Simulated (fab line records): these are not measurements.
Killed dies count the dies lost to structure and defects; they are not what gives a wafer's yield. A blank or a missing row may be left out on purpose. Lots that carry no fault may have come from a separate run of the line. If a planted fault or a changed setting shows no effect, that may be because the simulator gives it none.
Which tool is to blame? ; flow n5-finfet ; 10 lots, 30 wafers sampled, at 4 steps of a route of 1938

## WHAT THE GAUGES SHOWED, per wafer
N5_BEOL_M10_RS_MEAS_57: a four-point-probe measurement. Usual: M10_RS typically reads 0.151 ohm/sq, with standard deviation 0.0037.
lot;measured;on;M10_RS (ohm/sq);flag
L779;day 11 01:20;film-metro-01;0.148 0.147 0.147;
L778;day 11 01:38;film-metro-02;0.157 0.150 0.153;
L780;day 11 09:26;film-metro-01;0.146 0.155 0.156;
L783;day 11 15:19;film-metro-02;0.154 0.160 0.156;
L781;day 12 08:35;film-metro-02;0.144 0.149 0.147;
L782;day 12 11:05;film-metro-01;0.153 0.156 0.158;
L784;day 12 23:53;film-metro-02;0.154 0.159 0.152;
L792;day 14 19:40;film-metro-02;0.155 0.152 0.155;
L798;day 16 00:56;film-metro-02;0.152 0.153 0.157;
L801;day 18 11:52;film-metro-02;0.152 0.149 0.150;

## TOOL THAT RAN EACH LOT (tool first, then ch and the chambers of the sampled wafers, then the start)
lot;N5_BEOL_M10_PECVD_70;N5_BEOL_M10_CMP_52;N5_BEOL_M10_DEP_56
L779;pecvd-04 ch 1,2, day 10 19:29;cmp-01 ch 1,3, day 11 00:54;pecvd-02 ch 1,2, day 11 01:15
L778;pecvd-01 ch 0,1,2, day 10 19:44;cmp-01 ch 0,1,3, day 11 01:17;pecvd-04 ch 0,2, day 11 01:34
L780;pecvd-02 ch 0,1, day 11 02:37;cmp-04 ch 1,2, day 11 09:01;pecvd-02 ch 0,1,2, day 11 09:22
L783;pecvd-04 ch 0,1, day 11 05:52;cmp-02 ch 0,2, day 11 14:55;pecvd-02 ch 0,1,2, day 11 15:14
L781;pecvd-01 ch 1,2, day 12 02:02;cmp-04 ch 1,2,3, day 12 08:11;pecvd-04 ch 0,2, day 12 08:30
L782;pecvd-02 ch 0,1,2, day 12 04:41;cmp-04 ch 1,2,3, day 12 10:42;pecvd-01 ch 0,1, day 12 11:01
L784;pecvd-02 ch 0,2, day 12 17:05;cmp-02 ch 0,1, day 12 23:28;pecvd-04 ch 1,2, day 12 23:49
L792;pecvd-04 ch 0,1,2, day 14 12:56;cmp-02 ch 0,1,3, day 14 19:14;pecvd-01 ch 0,1, day 14 19:35
L798;pecvd-01 ch 1,2, day 15 18:44;cmp-01 ch 1,2, day 16 00:32;pecvd-01 ch 0,1,2, day 16 00:52
L801;pecvd-04 ch 0,1,2, day 18 01:57;cmp-01 ch 0,1,3, day 18 11:26;pecvd-02 ch 0,1,2, day 18 11:48
- N5_BEOL_M10_PECVD_70: deposits SiO2 from TEOS/O2, target thk 20 nm, time 22.7 s.
- N5_BEOL_M10_CMP_52: polishes, stops on SiCOH lowk, t overpolish 7 s, target thk 140 nm.
- N5_BEOL_M10_DEP_56: deposits SiCN from 3MS/NH3, target thk 15 nm, time 26.5 s.

## WHAT THE TOOLS THEMSELVES READ (means of the sampled wafers that have a number; where no wafer has one, the mark that the record gives instead)
N5_BEOL_M10_PECVD_70. Usual: chamber-pressure-Torr 5.501 Torr, standard deviation 0.013; heater-power-w 723 W, standard deviation 85; showerhead-plenum-p-Torr 8.80 Torr, standard deviation 0.08; throttle-valve-pct 22.8 %, standard deviation 1.
lot;tool;chamber-pressure-Torr (Torr);heater-power-w (W);showerhead-plenum-p-Torr (Torr);throttle-valve-pct (%);flag
L779;pecvd-04;5.517;650;8.75;24.1;
L778;pecvd-01;5.505;716;8.78;22.2;
L780;pecvd-02;5.506;719;8.78;22.1;
L783;pecvd-04;5.505;708;8.76;24.3;
L781;pecvd-01;5.501;709;8.79;22.1;
L782;pecvd-02;5.509;712;8.78;21.9;
L784;pecvd-02;5.516;817;8.80;21.4;
L792;pecvd-04;5.511;704;8.82;23.8;
L798;pecvd-01;5.503;719;8.79;22.4;
L801;pecvd-04;5.495;715;8.83;23.6;

N5_BEOL_M10_CMP_52. Usual: barrier-field-endpoint-s 29.0 s, standard deviation 0.84; motor-current-A 6.3 A, standard deviation 0.52; platen-rpm 50.00 rpm, standard deviation 0.032.
lot;tool;barrier-field-endpoint-s (s);motor-current-A (A);platen-rpm (rpm);flag
L779;cmp-01;29.9;6.2;50.01;
L778;cmp-01;28.7;6.7;50.00;
L780;cmp-04;28.3;6.2;50.03;
L783;cmp-02;29.0;6.0;49.98;
L781;cmp-04;28.4;6.1;49.99;
L782;cmp-04;28.1;6.0;49.98;
L784;cmp-02;27.9;5.8;50.04;
L792;cmp-02;30.8;5.9;50.03;
L798;cmp-01;29.7;6.1;50.01;
L801;cmp-01;28.3;6.7;50.00;

N5_BEOL_M10_DEP_56. Usual: chamber-pressure-Torr 2.999 Torr, standard deviation 0.0061; showerhead-plenum-p-Torr 3.668 Torr, standard deviation 0.016; throttle-valve-pct 9.2 %, standard deviation 0.45.
lot;tool;chamber-pressure-Torr (Torr);showerhead-plenum-p-Torr (Torr);throttle-valve-pct (%);flag
L779;pecvd-02;3.006;3.665;9.1;
L778;pecvd-04;2.997;3.685;9.0;
L780;pecvd-02;3.000;3.664;8.8;
L783;pecvd-02;2.994;3.664;9.0;
L781;pecvd-04;2.999;3.690;9.3;
L782;pecvd-01;2.998;3.659;9.0;
L784;pecvd-04;2.995;3.656;9.5;
L792;pecvd-01;3.004;3.661;9.0;
L798;pecvd-01;2.998;3.664;8.8;
L801;pecvd-02;2.999;3.665;9.0;

## THE ANSWER, worked out from the rows above alone
Rule: take the mean of a lot's wafers that have a number; if it is more than 3 standard deviations from the usual mean, the lot is off. Also off: a lot with no number at a reading for which 4 or more lots have one. Any other lot the step has rows for is counted as sound. The gauges are gone through in route order, then the tools' own readings, and for those a lot's mean is taken as printed above. The first step at which some lot is off is used, and at that step the reading that is off furthest; a lot without a number counts as furthest.
None of the lots is off at any reading shown; this tells nothing.

## WHAT THE SIMULATOR PUT IN
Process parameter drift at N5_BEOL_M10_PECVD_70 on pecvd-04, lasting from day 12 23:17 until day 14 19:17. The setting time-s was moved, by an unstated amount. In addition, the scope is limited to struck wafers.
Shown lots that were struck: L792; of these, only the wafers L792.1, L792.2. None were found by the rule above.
